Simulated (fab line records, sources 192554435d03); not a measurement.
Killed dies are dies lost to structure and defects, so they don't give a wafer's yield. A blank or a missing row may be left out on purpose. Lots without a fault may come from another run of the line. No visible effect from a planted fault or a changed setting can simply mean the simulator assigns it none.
Chamber matching / flow n5 finfet / 4 sister chambers for N5_DUMMY_GATE_ETCH_36 on rie diel-04
The step etches SiARC in CF4, target depth 13 nm. 4 wafers are shown with their chamber, then 9 later ones without.

## WAFERS WITH THEIR CHAMBER
wafer=L083.2; chamber=0; throttle valve pct (%)=15.89
wafer=L083.5; chamber=2; throttle valve pct (%)=15.48
wafer=L086.4; chamber=1; throttle valve pct (%)=16.00
wafer=L086.5; chamber=3; throttle valve pct (%)=15.76

## WAFERS WHOSE CHAMBER IS MISSING
wafer=L089.4; throttle valve pct (%)=15.77
wafer=L089.5; throttle valve pct (%)=16.02
wafer=L089.6; throttle valve pct (%)=15.50
wafer=L090.2; throttle valve pct (%)=16.00
wafer=L090.3; throttle valve pct (%)=15.78
wafer=L090.6; throttle valve pct (%)=15.91
wafer=L093.2; throttle valve pct (%)=16.01
wafer=L093.3; throttle valve pct (%)=15.91
wafer=L093.6; throttle valve pct (%)=15.79

## THE CHAMBER EACH PASSED THROUGH
wafer=L089.4; from the rows above=3; in truth=3
wafer=L089.5; from the rows above=1; in truth=1
wafer=L089.6; from the rows above=2; in truth=2
wafer=L090.2; from the rows above=1; in truth=1
wafer=L090.3; from the rows above=3; in truth=3
wafer=L090.6; from the rows above=0; in truth=0
wafer=L093.2; from the rows above=1; in truth=1
wafer=L093.3; from the rows above=0; in truth=0
wafer=L093.6; from the rows above=3; in truth=3
Correctly placed: 9 of 9. Not placeable from these rows: 0. Placed wrongly: 0.
How it was worked out, from the rows above alone: a wafer's distance from a chamber is the root of the sum, over the readings, of the square of ((its reading less the chamber's mean) divided by the reading's scatter). The wafer belongs to the nearest chamber; if the next one is less than 2 further off, it can't be placed. Each chamber's mean is taken over the wafers shown for it. The scatter (one wafer shown for each chamber): square how far every hidden wafer sits from the nearest shown wafer, average those squares and take the square root.
